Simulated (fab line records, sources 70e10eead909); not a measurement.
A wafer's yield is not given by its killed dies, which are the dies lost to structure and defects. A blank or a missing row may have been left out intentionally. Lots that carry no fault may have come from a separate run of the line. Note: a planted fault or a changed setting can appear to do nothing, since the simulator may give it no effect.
Struck lot and sound lot, side by side    flow nand-harc    17 steps out of a route of 1302
Sound: these wafers, L974.2, L974.3, L974.6. Wafers L985.1, L985.2, L985.6 were the ones struck. The cause comes at the end.
Per side, at each step with rows, come the tool, then ch with its chambers, and then its first start. Under that, the readings that differ: sound wafers    struck wafers    difference of the means    sigmas: that difference in standard deviations of wafers without a fault.
alike: readings whose means differ by less than 2 such deviations, and words and numbers that are the same on both sides. not compared: withheld readings, readings that some wafer has no value for, bounds like >300 that may hide the same value, and numbers for which the record gives no deviation and whose values overlap.
A row with sigmas, a row that says differs or no value, or rows on one side alone: a step with any of these is where the two part. When numbers do not overlap yet have no deviation, they are printed without sigmas and do not part them. Lack of a reading on every wafer of one side parts them only where that side has two or more wafers.

first, 2 steps without rows for these wafers: NHARC_P_STI_SRD_39; NHARC_P_STI_OXIDE_40 (material SiO2, target thk 10 nm, ox time 1362 s).
NHARC_P_STI_INSPECT_25:
  struck on defect-inspect-02, day 8 21:01; sound on defect-inspect-01, day 4 07:52
  alike: raw-defect-count
then, 9 steps without rows for these wafers: NHARC_P_GATE_ETCH_69 (etches SiO2 in dHF, target depth 14 nm); NHARC_P_GATE_PRECLEAN_70 (cleans in SC1); NHARC_P_GATE_SRD_01; NHARC_P_GATE_OXIDE_02 (material SiO2, target thk 37.5 nm, ox time 365 s); NHARC_P_GATE_DEHYDRATE_03 (time 120 s); NHARC_P_GATE_HMDS_04 (time 30 s); NHARC_P_GATE_COAT_05; NHARC_P_GATE_SOFTBAKE_06 (time 95 s); NHARC_P_GATE_EBR_07.
NHARC_P_GATE_EXPOSE_08: exposes mask P HV.
  sound on krf-scanner-02 ch 0, day 4 16:39; struck on krf-scanner-01 ch 0, day 9 05:06
reading               sound                 struck                difference  sigmas
exposure-dose-mJ-cm2  16.778 16.771 16.755  22.693 22.690 22.698  +5.926      +99 or more
  alike: mask, focus-offset-nm
then, 2 steps without rows for these wafers: NHARC_P_GATE_PEB_09 (peb time 85 s); NHARC_P_GATE_DEVELOP_10 (time 70 s).
NHARC_P_GATE_CD_MEAS_11: target cd 1640 nm.
  sound on cd-sem-01 ch 0, day 4 16:49; struck on cd-sem-01 ch 0, day 9 05:16
reading     sound                 struck                difference  sigmas
cd-nm (nm)  1639.8 1638.2 1639.3  1643.2 1646.3 1644.4  +5.5        +5
then, 1 step without rows for these wafers: NHARC_P_GATE_HARDBAKE_12 (time 80 s).

## WHERE THEY PART
Earliest at NHARC_P_GATE_EXPOSE_08; latest, in this record, at NHARC_P_GATE_CD_MEAS_11.

WHY: what the simulator had put in
Process parameter drift: krf-scanner-01, from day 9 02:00 on, at NHARC_P_GATE_EXPOSE_08. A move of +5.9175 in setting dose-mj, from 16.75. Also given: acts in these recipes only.
